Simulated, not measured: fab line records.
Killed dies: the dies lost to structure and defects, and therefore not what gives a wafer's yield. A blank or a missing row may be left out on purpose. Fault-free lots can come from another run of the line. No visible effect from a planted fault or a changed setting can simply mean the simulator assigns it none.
fab line records | flow nand_harc | part 1 of 2: steps 1 to 4 of 6
[record] lots = 24 wafers = 72 last_day = 24
route steps=1159 shown A_SLIT@800 A_WL_FILL@810 A_CONTACT@842
lots with no fault: from the same line, run without faults
start_h: hours from the record's opening day to when the first of the lot's shown wafers began | wait_h: hours from the lot's prior step to this one | " as in the row above | L1.1+2: one row covering several wafers at once | - value missing, or start not given | * or withheld: withheld | < > ~ a bound
route shown NAME@n: names a module that has steps shown in the file, with the first one's number in the route | usual: average and standard deviation across the fault-free wafers | same: alike in all rows | chamber/n: place in a boat | sites: each site's reading | _std_site: how widely they spread, as a standard deviation | _edge_site: inner sites' mean taken away from outer sites' mean | radius_mm: how far each site lies from the wafer's centre | mask NAME#n: copy n | behind: the tool/chamber that last shaped the wafer | hold: cause of the lot's hold/its duration in hours/its outcome | device: names the non-switching transistor (n, p or np) | end of line: tests run on the same wafers once the route is complete | a step given without rows: its recipe and nothing more | killed: not the wafer's yield, but the dies lost to structure and defects at the first sort | map: the dies of a wafer, with x for killed, . for not killed, _ for no die there
set.NAME: the setting that was run; set.NAME@STEP: the one run at that earlier step | model.NAME: the simulator's own value behind a step, which no gauge read
steps of the route over a sample of lots; a table a step, a row a wafer
services: when a tool's chamber went out of use (start_h, in hours from the record's first day, below 0 if earlier), for how many hours, and the reason
[[steps]]
[step NHARC_A_SLIT_STRIP_18]
[recipe] o2_flow_sccm = 500 ar_flow_sccm = 0 bias_w = 0 chemistry = O2
[usual] drypump_motor_current_A = 5.7/0.32 oes_product_au = 1.002/0.008 rf_vpp_V = 57.9/0.88 showerhead_plenum_p_Torr = 3.52/0.13 throttle_valve_pct = 17.037/0.0093
// columns lot.wafer tool chamber start_h wait_h drypump_motor_current_A oes_product_au rf_hours_counter_h rf_vpp_V showerhead_plenum_p_Torr throttle_valve_pct
L074.4 rie_diel-05 3 - - 6.4 1.007 13 57.7 3.55 17.025
L074.6 " 1 " " 5.8 0.994 - 58.6 3.42 17.040
L074.5 " 2 " " 5.2 0.997 - 58.7 3.39 17.036
L075.4 rie_diel-08 2 - - 5.8 1.006 2 58.9 3.77 17.035
L075.2 " 3 " " 5.7 1.001 1 57.7 3.40 17.035
L075.6 " 1 " " 5.9 0.996 - 58.1 3.55 17.036
L076.2 rie_diel-05 1 - - 5.8 1.001 15 58.0 3.42 17.043
L076.1 " 3 " " 6.4 0.977 14 57.2 3.55 17.033
L076.6 " 2 " " 5.3 1.000 - 58.1 3.39 17.033
L077.1 rie_diel-08 0 - - 5.7 0.996 1 57.0 3.47 17.015
L077.2 " 1 " " 5.9 1.002 1 57.7 3.55 17.039
L077.5 " 0 " " 5.7 1.005 - 58.1 3.47 17.028
L079.1 rie_diel-08 1 - - 5.9 1.007 2 56.9 3.55 17.029
L079.3 " 2 " " 5.8 1.002 2 58.8 3.77 17.032
L079.6 " 0 " " 5.6 1.000 - 58.4 3.47 17.035
L080.3 rie_diel-05 3 - - 6.4 1.009 15 57.3 3.55 17.040
L080.2 " 1 " " 5.8 0.998 16 57.0 3.42 17.032
L080.6 " 3 " " 6.4 1.004 - 57.9 3.55 17.053
L078.3 rie_diel-08 2 - - 5.8 1.007 2 58.7 3.77 17.045
L078.2 " 3 " " 5.7 1.000 2 57.0 3.40 17.028
L078.4 " 0 " " 5.7 0.996 2 57.0 3.47 17.027
L081.3 rie_diel-13 1 - - 5.4 1.002 4 56.7 3.65 17.040
L081.2 " 2 " " 5.1 0.999 4 57.0 3.36 17.045
L081.4 " 3 " " 5.7 0.991 4 57.7 3.72 17.027
L083.2 rie_diel-13 2 - - 5.1 1.011 6 56.7 3.36 17.037
L083.1 " 0 " " 5.9 1.007 6 59.1 3.41 17.040
L083.5 " 2 " " 5.1 1.011 - 57.7 3.36 17.050
L082.1 rie_diel-13 0 - - 5.9 1.006 6 57.2 3.41 17.024
L082.6 " 1 " " 5.4 1.006 - 57.5 3.65 17.031
L082.5 " 2 " " 5.1 1.005 - 56.9 3.36 17.031
L084.3 rie_diel-05 0 - - 5.9 1.002 2 57.3 3.61 17.036
L084.6 " 0 " " 6.0 1.001 - 57.4 3.61 17.045
L084.5 " 1 " " 5.8 1.004 - 56.7 3.42 17.028
L087.1 rie_diel-05 0 - - 6.0 0.991 3 57.9 3.61 17.056
L087.4 " 1 " " 5.8 0.989 4 58.3 3.42 17.037
L087.5 " 0 " " 6.0 0.987 - 58.5 3.61 17.036
L086.1 rie_diel-13 0 - - 5.9 0.993 8 55.8 3.41 17.023
L086.4 " 1 " " 5.4 1.011 7 58.5 3.65 17.041
L086.2 " 2 " " 5.1 1.008 7 57.1 3.36 17.030
L088.4 rie_diel-08 1 - - 5.9 0.990 6 58.2 3.54 17.038
L088.2 " 3 " " 5.7 1.004 6 57.7 3.40 17.043
L088.5 " 1 " " 5.9 0.991 - 58.8 3.54 17.031
L085.1 rie_diel-05 2 - - 5.2 0.997 3 57.4 3.39 17.034
L085.4 " 3 " " 6.4 0.985 3 58.4 3.55 17.043
L085.6 " 1 " " 5.8 0.989 - 57.6 3.42 17.044
L089.1 rie_diel-08 1 - - 6.0 1.003 7 58.2 3.54 17.022
L089.4 " 2 " " 5.8 1.004 - 59.5 3.77 17.030
L089.5 " 3 " " 5.7 1.014 - 56.1 3.39 17.042
L090.3 rie_diel-13 0 - - 5.9 1.005 9 58.4 3.41 17.031
L090.1 " 2 " " 5.1 0.997 9 57.0 3.36 17.047
L090.5 " 0 " " 5.9 1.003 - 56.8 3.41 17.032
L091.4 rie_diel-08 0 - - 5.7 1.019 - 57.6 3.47 17.036
L091.6 " 1 " " 5.9 1.005 - 57.0 3.54 17.033
L091.5 " 2 " " 5.8 1.013 - 59.1 3.77 17.037
L092.3 rie_diel-05 2 - - 5.3 1.005 4 59.1 3.39 17.044
L092.2 " 3 " " 6.4 0.996 4 57.6 3.55 17.029
L092.6 " 2 " " 5.3 0.994 - 56.7 3.39 17.028
L095.3 rie_diel-13 1 - - 5.4 1.004 11 57.6 3.65 17.035
L095.1 " 2 " " 5.1 1.019 12 57.0 3.36 17.035
L095.2 " 3 " " 5.7 1.007 13 57.3 3.72 17.048
L094.4 rie_diel-08 0 - - 5.7 0.998 10 58.9 3.47 17.042
L094.3 " 1 " " 5.9 0.995 10 57.2 3.54 17.006
L094.2 " 2 " " 5.8 1.011 11 57.2 3.77 17.028
L097.1 rie_diel-08 1 - - 5.9 0.995 10 58.1 3.54 17.032
L097.3 " 3 " " 5.7 1.006 11 57.1 3.39 17.041
L097.5 " 0 " " 5.7 0.999 - 57.6 3.47 17.041
L093.3 rie_diel-05 0 - - 6.0 1.005 7 58.4 3.61 17.041
L093.1 " 1 " " 5.8 0.999 8 56.8 3.42 17.053
L093.4 " 2 " " 5.2 1.012 7 57.8 3.38 17.027
L096.2 rie_diel-08 3 - - 5.7 1.003 11 59.1 3.39 17.029
L096.6 " 0 " " 5.7 1.016 - 58.5 3.47 17.030
L096.5 " 1 " " 5.9 1.004 - 59.6 3.54 17.048
[step NHARC_A_WL_FILL_RTA_01]
[recipe] temp_c = 1000 time_s = 5
[usual] lamp_power_pct = 31.72/0.094 lamp_zone_1_pct = 31.71/0.092 wafer_temp_C_max = 1004.8/0.98
// columns lot.wafer tool chamber start_h wait_h lamp_power_pct lamp_zone_1_pct wafer_temp_C_max
L074.4 rtp_anneal-01 0 324.40 - 31.61 31.65 1005.8
L074.5 " 0 " " 31.65 31.71 1004.0
L074.6 " 0 " " 31.58 31.58 1003.5
L076.1 rtp_anneal-02 0 340.73 - 31.79 31.85 1005.5
L076.2 " 0 " " 31.79 31.72 1005.4
L076.6 " 0 " " 31.81 31.81 1005.5
L077.1 rtp_anneal-01 0 340.89 - 31.60 31.65 1003.8
L077.2 " 0 " " 31.60 31.59 1004.1
L077.5 " 0 " " 31.61 31.62 1004.6
L075.2 rtp_anneal-02 0 341.08 - 31.83 31.81 1004.8
L075.4 " 0 " " 31.84 31.85 1005.3
L075.6 " 0 " " 31.87 31.75 1006.2
L079.1 rtp_anneal-01 0 346.83 - 31.64 31.62 1004.0
L079.3 " 0 " " 31.64 31.65 1004.0
L079.6 " 0 " " 31.62 31.66 1004.5
L080.2 rtp_anneal-02 0 346.84 - 31.81 31.76 1004.8
L080.3 " 0 " " 31.83 31.82 1005.4
L080.6 " 0 " " 31.81 31.79 1004.2
L078.2 rtp_anneal-01 0 356.07 - 31.61 31.64 1004.7
L078.3 " 0 " " 31.63 31.63 1004.3
L078.4 " 0 " " 31.56 31.62 1003.8
L081.2 rtp_anneal-01 0 373.58 - 31.66 31.67 1004.5
L081.3 " 0 " " 31.68 31.63 1005.2
L081.4 " 0 " " 31.66 31.61 1004.7
L083.1 rtp_anneal-01 0 388.92 - 31.67 31.61 1003.8
L083.2 " 0 " " 31.58 31.62 1003.6
L083.5 " 0 " " 31.68 31.59 1005.5
L082.1 rtp_anneal-02 0 388.94 - 31.78 31.85 1003.8
L082.5 " 0 " " 31.88 31.84 1004.6
L082.6 " 0 " " 31.81 31.84 1005.1
L084.3 rtp_anneal-01 0 393.65 - 31.66 31.63 1004.3
L084.5 " 0 " " 31.65 31.62 1004.2
L084.6 " 0 " " 31.70 31.62 1006.0
L086.1 rtp_anneal-02 0 402.58 - 31.87 31.78 1005.6
L086.2 " 0 " " 31.84 31.85 1004.6
L086.4 " 0 " " 31.83 31.83 1004.5
L087.1 rtp_anneal-01 0 402.76 - 31.64 31.66 1003.6
L087.4 " 0 " " 31.66 31.69 1004.1
L087.5 " 0 " " 31.69 31.63 1006.2
L088.2 rtp_anneal-02 0 405.49 - 31.81 31.81 1003.6
L088.4 " 0 " " 31.80 31.79 1005.4
L088.5 " 0 " " 31.79 31.80 1003.8
L085.1 rtp_anneal-01 0 405.52 - 31.64 31.63 1007.4
L085.4 " 0 " " 31.67 31.68 1004.0
L085.6 " 0 " " 31.69 31.63 1003.4
L090.1 rtp_anneal-02 0 427.06 - 31.85 31.74 1003.8
L090.3 " 0 " " 31.80 31.87 1002.8
L090.5 " 0 " " 31.78 31.83 1003.7
L089.1 rtp_anneal-02 0 427.24 - 31.80 31.79 1003.7
L089.4 " 0 " " 31.77 31.81 1004.1
L089.5 " 0 " " 31.80 31.80 1005.5
L091.4 rtp_anneal-02 0 441.14 - 31.87 31.81 1004.3
L091.5 " 0 " " 31.85 31.80 1006.0
L091.6 " 0 " " 31.81 31.78 1005.8
L092.2 rtp_anneal-01 0 441.24 - 31.66 31.68 1003.8
L092.3 " 0 " " 31.63 31.62 1005.1
L092.6 " 0 " " 31.68 31.63 1007.8
L095.1 rtp_anneal-01 0 456.21 - 31.62 31.65 1004.9
L095.2 " 0 " " 31.62 31.64 1004.2
L095.3 " 0 " " 31.65 31.66 1004.4
L094.2 rtp_anneal-01 0 456.41 - 31.64 31.65 1004.3
L094.3 " 0 " " 31.67 31.66 1004.5
L094.4 " 0 " " 31.71 31.66 1007.1
L097.1 rtp_anneal-02 0 471.98 - 31.80 31.78 1006.0
L097.3 " 0 " " 31.77 31.83 1004.5
L097.5 " 0 " " 31.78 31.81 1005.7
L093.1 rtp_anneal-01 0 472.15 - 31.57 31.57 1004.5
L093.3 " 0 " " 31.53 31.60 1004.7
L093.4 " 0 " " 31.61 31.56 1004.3
L096.2 rtp_anneal-02 0 472.33 - 31.82 31.89 1003.9
L096.5 " 0 " " 31.86 31.82 1005.4
L096.6 " 0 " " 31.80 31.85 1005.8
[step NHARC_A_CONTACT_DEP_28]
[recipe] target_thk_a = 36000 temp_c = 400 material = aC
[usual] susceptor_temp_C = 399.92/0.2 throttle_valve_pct = 34.999/0.0087
// columns lot.wafer tool chamber start_h wait_h susceptor_temp_C throttle_valve_pct
L074.4 acl_dep-03 0 357.27 2.2 - 34.998
L074.5 " 0 " " - 35.006
L074.6 " 0 " " - 34.993
L076.1 acl_dep-03 0 369.26 0.1 - 34.996
L076.2 " 0 " " - 35.003
L076.6 " 0 371.07 1.9 - 34.984
L075.2 acl_dep-01 0 369.57 0.4 399.61 35.007
L075.4 " 0 " " 399.90 35.008
L075.6 " 0 " " 399.67 35.014
L077.1 acl_dep-02 0 373.71 0.2 - 34.998
L077.2 " 0 " " - 34.992
L077.5 " 0 375.16 1.6 - 34.998
L079.1 acl_dep-03 0 380.70 1.4 - 35.016
L079.3 " 0 " " - 34.997
L079.6 " 0 382.52 3.2 - 34.998
L080.2 acl_dep-01 0 381.31 1.8 - 35.005
L080.3 " 0 " " - 35.006
L080.6 " 0 382.76 3.3 - 35.002
L078.2 acl_dep-01 0 386.55 1.9 - 34.997
L078.3 " 0 " " - 35.008
L078.4 " 0 " " - 34.995
L081.2 acl_dep-02 0 403.87 0.4 400.05 34.999
L081.3 " 0 " " 399.69 35.007
L081.4 " 0 " " 400.13 35.019
L083.1 acl_dep-01 0 417.24 0.1 399.66 34.987
L083.2 " 0 " " 399.99 35.006
L083.5 " 0 418.73 1.5 399.92 35.002
L082.1 acl_dep-02 0 417.33 0.1 400.27 35.006
L082.5 " 0 418.80 1.5 399.74 35.004
L082.6 " 0 " " 400.26 34.999
L084.3 acl_dep-03 0 423.51 0.8 400.04 34.998
L084.5 " 0 " " 400.02 34.987
L084.6 " 0 " " 399.76 34.984
L086.1 acl_dep-03 0 429.00 0.1 - 34.985
L086.2 " 0 " " - 35.012
L086.4 " 0 " " - 35.001
L087.1 acl_dep-02 0 429.01 0.1 399.99 35.007
L087.4 " 0 430.12 1.2 400.13 34.989
L087.5 " 0 " " 400.22 34.990
L088.2 acl_dep-03 0 437.66 0.9 399.66 35.005
L088.4 " 0 " " 399.88 35.000
L088.5 " 0 " " 399.92 35.002
L085.1 acl_dep-01 0 438.19 1.0 - 34.996
L085.4 " 0 439.27 2.1 - 35.011
L085.6 " 0 " " - 34.999
L089.1 acl_dep-01 0 456.83 1.7 399.92 35.001
L089.4 " 0 457.93 2.8 399.91 34.992
L089.5 " 0 " " 400.12 35.017
L090.1 acl_dep-02 0 456.83 1.5 399.99 34.982
L090.3 " 0 " " 400.32 34.994
L090.5 " 0 " " 399.87 35.011
L091.4 acl_dep-02 0 468.58 1.2 399.92 34.992
L091.5 " 0 " " 399.99 34.983
L091.6 " 0 " " 399.88 34.990
L092.2 acl_dep-03 0 469.60 2.2 - 34.988
L092.3 " 0 " " - 34.983
L092.6 " 0 471.05 3.6 - 35.006
L094.2 acl_dep-01 0 494.97 0.4 - 35.003
L094.3 " 0 " " - 35.000
L094.4 " 0 " " - 35.011
L095.1 acl_dep-01 0 497.42 0.1 - 34.990
L095.2 " 0 " " - 35.009
L095.3 " 0 " " - 35.006
L093.1 acl_dep-02 0 503.19 0.5 399.62 35.001
L093.3 " 0 " " 399.64 35.002
L093.4 " 0 " " 399.78 35.001
L096.2 acl_dep-02 0 505.79 0.5 - 35.009
L096.5 " 0 506.88 1.6 - 35.003
L096.6 " 0 " " - 34.991
L097.1 acl_dep-02 0 507.60 0.2 - 34.994
L097.3 " 0 " " - 35.000
L097.5 " 0 " " - 35.000
[step NHARC_A_CONTACT_ETCH_50]
[recipe] target_depth_a = 847 time_s = 42.4 cf4_flow_sccm = 100 chf3_flow_sccm = 30 ar_flow_sccm = 0 rf_w = 500 bias_w = 200 chemistry = CF4/CHF3
[usual] drypump_motor_current_A = 5.75/0.28 oes_product_au = 0.953/0.02 rf_vpp_V = 371.7/2.2 showerhead_plenum_p_Torr = 1.61/0.065 throttle_valve_pct = 16.803/0.0094
// columns lot.wafer tool chamber start_h wait_h drypump_motor_current_A oes_product_au rf_hours_counter_h rf_vpp_V showerhead_plenum_p_Torr throttle_valve_pct
L074.4 rie_diel-03 0 - - 5.46 0.911 51 370.4 1.59 16.797
L074.5 " 0 " " 5.48 0.915 - 372.2 1.59 16.804
L074.6 " 1 " " 5.75 0.910 - 372.9 1.67 16.804
L075.2 rie_diel-07 0 - - 6.27 0.926 42 375.3 1.69 16.801
L075.4 " 1 " " 5.58 0.915 45 368.4 1.47 16.801
L075.6 " 0 " " 6.24 0.929 - 373.9 1.69 16.804
L076.2 rie_diel-03 2 - - 5.73 0.922 55 371.2 1.59 16.811
L076.1 " 3 " " 6.04 0.929 60 372.1 1.61 16.812
L076.6 " 2 " " 5.74 0.923 - 371.2 1.59 16.812
L077.1 rie_diel-10 1 - - 5.63 0.986 3 371.8 1.56 16.785
L077.2 " 3 " " 5.88 0.955 3 373.5 1.67 16.818
L077.5 " 1 " " 5.62 0.971 - 369.9 1.57 16.796
L079.3 rie_diel-10 1 - - 5.62 0.954 4 370.4 1.57 16.791
L079.1 " 2 " " 6.02 0.969 4 373.0 1.62 16.804
L079.6 " 1 " " 5.63 0.966 - 370.6 1.57 16.803
L080.2 rie_diel-03 1 - - 5.75 0.913 65 374.1 1.67 16.809
L080.3 " 3 " " 6.05 0.934 66 370.8 1.60 16.811
L080.6 " 1 " " 5.75 0.922 - 373.1 1.67 16.825
L078.2 rie_diel-10 2 - - 6.02 0.968 7 371.6 1.62 16.802
L078.3 " 3 " " 5.90 0.952 6 374.2 1.67 16.811
L078.4 " 1 " " 5.62 0.951 7 368.9 1.56 16.805
L081.4 rie_diel-10 2 - - 6.04 0.968 11 371.0 1.62 16.794
L081.2 " 3 " " 5.85 0.973 11 373.1 1.67 16.803
L081.3 " 1 " " 5.61 0.964 11 369.3 1.56 16.790
L083.2 rie_diel-03 3 - - 6.06 0.964 6 371.1 1.60 16.787
L083.1 " 1 " " 5.77 0.961 5 372.8 1.67 16.812
L083.5 " 0 " " 5.46 0.966 - 370.7 1.59 16.787
L082.1 rie_diel-07 3 - - 5.66 0.972 2 371.6 1.60 16.797
L082.5 " 1 " " 5.61 0.956 - 367.6 1.47 16.796
L082.6 " 2 " " 6.02 0.980 - 367.6 1.49 16.799
L084.3 rie_diel-10 2 - - 6.07 0.953 13 372.5 1.62 16.793
L084.5 " 3 " " 5.86 0.935 - 373.6 1.67 16.789
L084.6 " 0 " " 5.31 0.968 - 372.6 1.65 16.794
L086.4 rie_diel-07 3 - - 5.70 0.946 7 371.6 1.60 16.808
L086.2 " 0 " " 6.30 0.945 6 373.1 1.68 16.806
L086.1 " 1 " " 5.59 0.964 6 368.8 1.47 16.798
L087.4 rie_diel-10 3 - - 5.87 0.964 14 372.9 1.67 16.798
L087.1 " 1 " " 5.62 0.986 15 370.8 1.56 16.792
L087.5 " 3 " " 5.88 0.950 - 373.2 1.67 16.799
L088.2 rie_diel-10 2 - - 6.06 0.977 17 372.0 1.62 16.809
L088.4 " 3 " " 5.89 0.978 17 372.8 1.67 16.809
L088.5 " 0 " " 5.30 0.960 - 373.2 1.65 16.791
L085.1 rie_diel-07 0 - - 6.30 0.939 10 373.4 1.68 16.800
L085.6 " 0 " " 6.29 0.939 - 374.1 1.68 16.807
L085.4 " 2 " " 6.06 0.943 - 368.0 1.49 16.797
L090.1 rie_diel-07 0 - - 6.28 0.953 20 374.1 1.68 16.799
L090.3 " 2 " " 6.04 0.973 19 367.6 1.48 16.794
L090.5 " 0 " " 6.25 0.956 - 374.4 1.68 16.778
L089.4 rie_diel-10 0 - - 5.31 0.923 21 373.1 1.65 16.805
L089.1 " 1 " " 5.60 0.937 23 370.6 1.56 16.811
L089.5 " 3 " " 5.89 0.912 - 373.3 1.66 16.805
L091.4 rie_diel-10 1 - - 5.61 0.954 24 370.1 1.56 16.793
L091.5 " 2 " " 6.00 0.949 - 370.5 1.62 16.812
L091.6 " 3 " " 5.87 0.963 - 373.6 1.66 16.793
L092.2 rie_diel-10 0 - - 5.31 0.960 24 372.5 1.65 16.808
L092.3 " 1 " " 5.63 0.967 25 371.1 1.56 16.795
L092.6 " 1 " " 5.63 0.962 - 369.7 1.56 16.810
L094.2 rie_diel-10 0 - - 5.29 0.949 27 373.0 1.65 16.818
L094.3 " 3 " " 5.90 0.957 26 372.3 1.66 16.800
L094.4 " 1 " " 5.61 0.973 - 370.9 1.56 16.803
L095.1 rie_diel-10 1 - - 5.60 0.973 30 368.7 1.56 16.786
L095.2 " 3 " " 5.86 0.961 27 373.0 1.66 16.804
L095.3 " 0 " " 5.28 0.956 28 374.1 1.65 16.811
L093.1 rie_diel-07 2 - - 6.05 0.954 34 366.8 1.48 16.786
L093.3 " 3 " " 5.67 0.954 31 369.7 1.59 16.798
L093.4 " 0 " " 6.31 0.975 36 372.9 1.68 16.809
L096.2 rie_diel-07 1 - - 5.55 0.969 30 366.4 1.46 16.800
L096.6 " 2 " " 6.05 0.963 - 368.1 1.48 16.786
L096.5 " 3 " " 5.69 0.956 - 371.5 1.59 16.810
L097.3 rie_diel-10 3 - - 5.89 0.959 30 373.5 1.66 16.809
L097.1 " 0 " " 5.31 0.949 31 372.7 1.65 16.813
L097.5 " 3 " " 5.88 0.971 - 373.8 1.66 16.815
